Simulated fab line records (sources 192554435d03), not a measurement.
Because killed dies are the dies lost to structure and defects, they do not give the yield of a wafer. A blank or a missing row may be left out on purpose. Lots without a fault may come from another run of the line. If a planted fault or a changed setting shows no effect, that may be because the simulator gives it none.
Which tool did it? + flow n5_finfet + 36 wafers from 12 lots sampled at 2 of the route's 1938 steps

== WHAT THE GAUGES READ, wafer by wafer ==
N5_BEOL_M0_SAQP_INSPECT_42: inspects for defects (brightfield).
| lot  | measured     | on                | raw_defect_count |
|------|--------------|-------------------|------------------|
| L075 | day 5 19:31  | defect_inspect-01 | 433 330 411      |
| L077 | day 6 10:41  | defect_inspect-02 | 478 431 373      |
| L079 | day 6 22:59  | defect_inspect-01 | 251 302 292      |
| L081 | day 7 10:22  | defect_inspect-02 | 244 237 430      |
| L083 | day 7 20:37  | defect_inspect-02 | 281 360 288      |
| L085 | day 8 09:13  | defect_inspect-02 | 283 326 295      |
| L087 | day 9 08:23  | defect_inspect-02 | 275 198 232      |
| L089 | day 9 14:26  | defect_inspect-02 | 299 325 242      |
| L091 | day 10 00:49 | defect_inspect-02 | 228 255 230      |
| L093 | day 10 09:46 | defect_inspect-01 | 446 499 439      |
| L095 | day 11 02:30 | defect_inspect-02 | 175 196 208      |
| L097 | day 11 10:54 | defect_inspect-02 | 277 303 330      |

== TOOL THAT RAN EACH LOT (tool first, then ch and the chambers of the sampled wafers, then the start) ==
| lot  | N5_BEOL_M0_SAQP_MANDREL2_REMOVE_110 |
|------|-------------------------------------|
| L075 | rie_si-06 ch 0,3, day 5 18:59       |
| L077 | rie_si-06 ch 1,2, day 6 10:10       |
| L079 | rie_si-06 ch 1,2,3, day 6 22:28     |
| L081 | rie_si-02 ch 2,3, day 7 09:44       |
| L083 | rie_si-01 ch 0,1,2, day 7 19:59     |
| L085 | rie_si-01 ch 1,2,3, day 8 08:35     |
| L087 | rie_si-02 ch 2,3, day 9 07:44       |
| L089 | rie_si-01 ch 2,3, day 9 13:47       |
| L091 | rie_si-01 ch 0,1,2, day 10 00:19    |
| L093 | rie_si-01 ch 1,2,3, day 10 09:16    |
| L095 | rie_si-06 ch 1,2, day 11 02:00      |
| L097 | rie_si-06 ch 0,1,3, day 11 10:16    |
- N5_BEOL_M0_SAQP_MANDREL2_REMOVE_110: chemistry HBr/Cl2/O2, target a-Si, stops on SiCN, bt time 10 s.

== THE ANSWER, worked out from the rows above alone ==
Rule: the lots themselves supply what counts as usual. The widest of any qualifying gaps counts: lots, ordered by their means at a reading, are off when they make up no more than a third of the lots, leave a main group of 4 or more, and stand apart from it by 3 or more times the standard deviation of that group's means. If all means in a main group match to the digits the tables above print for the reading, that group is not used. Also off: a lot with no number at a reading for which 4 or more lots have one. Any other lot the step has rows for is counted as sound.
None of the lots is off at any reading shown; this tells nothing.

== WHAT THE SIMULATOR PUT IN ==
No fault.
